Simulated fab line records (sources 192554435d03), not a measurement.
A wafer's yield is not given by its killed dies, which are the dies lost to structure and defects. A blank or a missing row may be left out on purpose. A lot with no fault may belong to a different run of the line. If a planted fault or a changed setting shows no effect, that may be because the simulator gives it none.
Which tool did it? ; flow n5-finfet ; Sampling: 11 lots, 32 wafers, 5 of 1938 route steps

== WHAT THE GAUGES READ, wafer by wafer ==
N5_BEOL_M4_RC_MEAS_101. Usual: DIBL_N 35.7 mV/V, standard deviation 1.3; DIBL_P 35.4 mV/V, standard deviation 1.8; IOFF_N 0.152 nA/um, standard deviation 0.027; IOFF_P 0.20 nA/um, standard deviation 0.034; ION_N 672 uA/um, standard deviation 9.8; ION_P 461 uA/um, standard deviation 7.5; SS_N 71.4 mV/dec, standard deviation 0.55; SS_P 73.1 mV/dec, standard deviation 0.61; VT_N 251 mV, standard deviation 3.3; VT_P -251 mV, standard deviation 3.6.
lot;measured;on;DIBL_N (mV/V);DIBL_P (mV/V);IOFF_N (nA/um);IOFF_P (nA/um);ION_N (uA/um);ION_P (uA/um);SS_N (mV/dec);SS_P (mV/dec);VT_N (mV);VT_P (mV);flag
L674;day 7 18:44;prober-02;37.2 35.0 35.2;39.2 38.2 36.6;0.199 0.160 0.161;0.27 0.24 0.22;681 672 684;469 465 467;72.2 71.1 71.0;74.2 73.9 73.7;247 248 248;-244 -246 -247;
L675;day 7 23:58;prober-01;34.0 35.2 34.4;32.5 34.1 34.2;0.114 0.133 0.126;0.16 0.18 0.18;661 670 659;457 464 452;70.3 70.6 71.3;72.7 73.5 73.0;255 253 255;-255 -251 -250;
L677;day 8 13:11;prober-02;34.3 34.6 33.5;36.0 34.9 35.0;0.149 0.144 0.146;0.18 0.17 0.17;676 664 670;457 455 459;70.9 71.6 70.7;72.8 72.0 73.0;252 254 251;-255 -253 -252;
L678;day 8 23:14;prober-01;35.8 36.4 36.6;36.2 37.6 37.3;0.162 0.186 0.188;0.18 0.19 0.19;676 688 673;452 469 453;71.3 71.3 72.3;73.1 73.7 73.8;253 246 251;-258 -252 -253;
L679;day 9 02:27;prober-02;35.6 38.0 37.0;36.1 39.5 37.8;0.174 0.237 0.203;0.24 0.32 0.27;679 694 691;472 484 481;71.7 72.4 71.8;73.4 73.6 73.5;247 243 243;-243 -242 -243;
L680;day 9 08:35;prober-02;35.7 35.7 35.1;36.7 36.7 36.3;0.162 0.163 0.152;0.23 0.23 0.22;680 678 678;468 467 467;71.3 71.4 71.0;72.6 72.1 73.0;247 247 249;-247 -248 -247;
L681;day 9 17:50;prober-02;36.0 35.9 35.6;36.9 36.5 35.6;0.162 0.157 0.153;0.21 0.20 0.20;676 682 674;465 459 462;72.1 71.7 71.3;73.2 72.6 73.1;247 248 248;-251 -250 -250;
L686;day 11 00:10;prober-02;35.2 34.1 35.6;34.3 33.3 35.7;0.139 0.125 0.146;0.16 0.15 0.17;649 659 653;445 449 445;71.2 70.1 71.2;73.1 73.0 73.2;252 251 254;-256 -256 -256;
L690;day 11 21:49;prober-01;35.0 34.2;34.7 32.8;0.129 0.116;0.19 0.16;657 658;458 456;71.1 71.4;73.4 72.4;253 257;-250 -252;
L693;day 12 11:26;prober-01;35.3 34.3 34.0;34.9 33.2 33.3;0.143 0.123 0.126;0.18 0.17 0.18;676 666 667;459 457 460;71.4 70.4 70.9;72.9 72.6 72.6;252 254 252;-253 -254 -252;
L697;day 14 06:29;prober-02;34.8 33.8 35.4;33.5 32.4 34.7;0.121 0.104 0.132;0.19 0.17 0.20;674 653 668;459 457 467;70.5 70.8 71.3;73.0 72.3 73.0;254 259 252;-252 -253 -249;

N5_MIM_BOT_LITHO_INSPECT_12: inspects for defects (macro). Usual: raw-defect-count reads 2.1 (standard deviation 1.4).
lot;measured;on;raw-defect-count;flag
L674;day 12 00:50;defect-inspect-02;2 3 1;
L675;day 12 08:15;defect-inspect-02;1 2 2;
L677;day 12 20:28;defect-inspect-01;3 1 3;
L678;day 12 22:53;defect-inspect-02;1 0 1;
L679;day 13 07:49;defect-inspect-02;3 0 3;
L680;day 13 08:10;defect-inspect-02;3 1 6;
L681;day 13 09:35;defect-inspect-01;3 1 3;
L686;day 15 01:41;defect-inspect-01;1 1;
L693;day 16 01:14;defect-inspect-02;2 3 3;
L697;day 18 02:54;defect-inspect-02;3 1 0;

== WHICH TOOL RAN EACH LOT (tool, then ch and the chambers of the sampled wafers, then the start) ==
lot;N5_MIM_TOP_ALD_02;N5_MIM_TOP_DEGAS_04;N5_MIM_TOP_SPUTTER_03
L674;ald-hk-01 ch 0,2,3, day 11 23:29 or earlier;pvd-sputter-02, day 11 23:29;pvd-sputter-02, day 11 23:31
L675;ald-hk-02 ch 1,2, day 12 06:34 or earlier;pvd-sputter-02, day 12 06:34;pvd-sputter-02, day 12 06:37
L677;ald-hk-01 ch 0,3, day 12 18:49 or earlier;pvd-sputter-01, day 12 18:49;pvd-sputter-01, day 12 18:52
L678;ald-hk-01 ch 1,2, day 12 21:22 or earlier;pvd-sputter-02, day 12 21:22;pvd-sputter-02, day 12 21:25
L679;ald-hk-01 ch 0,2, day 13 06:34 or earlier;pvd-sputter-01, day 13 06:34;pvd-sputter-01, day 13 06:37
L680;ald-hk-03 ch 2,3, day 13 06:49 or earlier;pvd-sputter-01, day 13 06:49;pvd-sputter-01, day 13 06:51
L681;ald-hk-02 ch 0,1,2, day 13 08:07 or earlier;pvd-sputter-03, day 13 08:07;pvd-sputter-03, day 13 08:10
L686;ald-hk-01 ch 2,3, day 14 19:44 or earlier;pvd-sputter-01, day 14 19:44;pvd-sputter-01, day 14 19:46
L690;ald-hk-02 ch 0,1, day 15 16:12 or earlier;pvd-sputter-01, day 15 16:12;pvd-sputter-01, day 15 16:14
L693;ald-hk-03 ch 0,1,3, day 15 23:53 or earlier;pvd-sputter-03, day 15 23:53;pvd-sputter-03, day 15 23:56
L697;ald-hk-03 ch 0,2,3, day 18 01:26 or earlier;pvd-sputter-03, day 18 01:26;pvd-sputter-03, day 18 01:28
- N5_MIM_TOP_ALD_02: deposits Al2O3, purge time 3 s, co reactant pulse time 3 s.
- N5_MIM_TOP_DEGAS_04: time 60 s.
- N5_MIM_TOP_SPUTTER_03: material TiN, target thk 35 nm, time 89.7 s.

== WHAT THE TOOLS THEMSELVES READ (means of the sampled wafers that have a number; where no wafer has one, the mark that the record gives instead) ==
N5_MIM_TOP_ALD_02. Usual: precursor-pulse-height-rel reads 0.998 (standard deviation 0.02).
lot;tool;precursor-pulse-height-rel;flag
L674;ald-hk-01;0.986;
L675;ald-hk-02;0.989;
L677;ald-hk-01;1.003;
L678;ald-hk-01;0.972;
L679;ald-hk-01;0.998;
L680;ald-hk-03;0.982;
L681;ald-hk-02;1.000;
L686;ald-hk-01;1.003;
L690;ald-hk-02;0.995;
L693;ald-hk-03;0.988;
L697;ald-hk-03;1.004;

N5_MIM_TOP_DEGAS_04. Usual: heater-power-w reads 486 W (standard deviation 42).
lot;tool;heater-power-w (W);flag
L674;pvd-sputter-02;512;
L675;pvd-sputter-02;546;
L677;pvd-sputter-01;466;
L678;pvd-sputter-02;557;
L679;pvd-sputter-01;502;
L680;pvd-sputter-01;476;
L681;pvd-sputter-03;454;
L686;pvd-sputter-01;489;
L690;pvd-sputter-01;494;
L693;pvd-sputter-03;459;
L697;pvd-sputter-03;438;

N5_MIM_TOP_SPUTTER_03. Usual: throttle-valve-pct reads 30.0 % (standard deviation 0.77).
lot;tool;throttle-valve-pct (%);flag
L674;pvd-sputter-02;30.3;
L675;pvd-sputter-02;30.6;
L677;pvd-sputter-01;29.8;
L678;pvd-sputter-02;30.4;
L679;pvd-sputter-01;30.6;
L680;pvd-sputter-01;30.1;
L681;pvd-sputter-03;29.8;
L686;pvd-sputter-01;30.4;
L690;pvd-sputter-01;30.2;
L693;pvd-sputter-03;29.4;
L697;pvd-sputter-03;29.6;

== THE ANSWER, worked out from the rows above alone ==
Rule: lot off if the mean of its wafers having a number is beyond 3 standard deviations from the usual mean. Also off: a lot with no number at a reading for which 4 or more lots have one. All remaining lots with rows at the step are treated as sound. After the gauges, taken in route order, come the tools' own readings; for these a lot's mean is taken, as printed above. At the first step where some lot is off, the reading lying furthest off is the one used; lots without a number count as furthest.
Nothing can be told from this: no lot is off at any reading shown.

== WHAT WAS PUT IN BY THE SIMULATOR ==
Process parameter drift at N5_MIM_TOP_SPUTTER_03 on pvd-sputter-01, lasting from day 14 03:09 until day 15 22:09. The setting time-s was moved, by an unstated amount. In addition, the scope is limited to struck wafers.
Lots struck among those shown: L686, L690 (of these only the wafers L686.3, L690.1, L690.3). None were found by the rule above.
